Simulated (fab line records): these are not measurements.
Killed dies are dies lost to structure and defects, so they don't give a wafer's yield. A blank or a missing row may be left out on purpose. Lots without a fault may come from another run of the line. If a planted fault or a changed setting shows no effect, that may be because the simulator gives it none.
Matching of chambers :: flow nand_harc :: NHARC_A_M1_PRE_CLEAN_32 on pecvd-02 has 3 sister chambers
The step time 12 s. 6 wafers are shown with their chamber, then 9 later ones without.

WAFERS PAIRED WITH THEIR CHAMBERS
wafer: L085.2
chamber: 2
heater_power_w (W): 481
rf_fwd_power_W (W): 291.5

wafer: L089.2
chamber: 2
heater_power_w (W): 532
rf_fwd_power_W (W): 291.9

wafer: L089.4
chamber: 0
heater_power_w (W): 569
rf_fwd_power_W (W): 292.1

wafer: L091.2
chamber: 1
heater_power_w (W): 662
rf_fwd_power_W (W): 292.4

wafer: L091.3
chamber: 0
heater_power_w (W): 664
rf_fwd_power_W (W): 291.4

wafer: L091.6
chamber: 1
heater_power_w (W): 677
rf_fwd_power_W (W): 291.9

WAFERS WITHOUT THEIR CHAMBER
wafer: L093.1
heater_power_w (W): 663
rf_fwd_power_W (W): 292.3

wafer: L093.2
heater_power_w (W): 596
rf_fwd_power_W (W): 292.8

wafer: L093.5
heater_power_w (W): 671
rf_fwd_power_W (W): 291.8

wafer: L096.2
heater_power_w (W): 552
rf_fwd_power_W (W): 292.9

wafer: L096.3
heater_power_w (W): 677
rf_fwd_power_W (W): 292.3

wafer: L096.6
heater_power_w (W): 539
rf_fwd_power_W (W): 292.7

wafer: L097.2
heater_power_w (W): 597
rf_fwd_power_W (W): 291.9

wafer: L097.4
heater_power_w (W): 593
rf_fwd_power_W (W): 293.1

wafer: L097.6
heater_power_w (W): 549
rf_fwd_power_W (W): 289.6

WHICH CHAMBER EACH ONE RAN IN
wafer: L093.1
from the rows above: can't be placed: 1 or 0
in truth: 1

wafer: L093.2
from the rows above: can't be placed: 1 or 0 or 2
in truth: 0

wafer: L093.5
from the rows above: can't be placed: 1 or 0
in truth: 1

wafer: L096.2
from the rows above: can't be placed: 2 or 1 or 0
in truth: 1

wafer: L096.3
from the rows above: can't be placed: 1 or 0
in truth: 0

wafer: L096.6
from the rows above: can't be placed: 2 or 0 or 1
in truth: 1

wafer: L097.2
from the rows above: can't be placed: 0 or 1 or 2
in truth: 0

wafer: L097.4
from the rows above: can't be placed: 1 or 0 or 2
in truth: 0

wafer: L097.6
from the rows above: can't be placed: 2 or 0 or 1
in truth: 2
Placed correctly: 0 of 9. Unplaceable from these rows: 9, with the true chamber sitting among the candidates in 9. 0 placed wrongly.
How it was worked out, from the rows above alone: a wafer's distance from a chamber is the root of the sum, over the readings, of the square of ((its reading less the chamber's mean) divided by the reading's scatter). The wafer belongs to the nearest chamber; if the next one is less than 2 further off, it can't be placed. The mean given for a chamber averages the wafers shown for that chamber. The scatter: take each reading less its chamber's mean, square it, sum over the shown wafers, divide by the number of wafers less the number of chambers, and take the root.
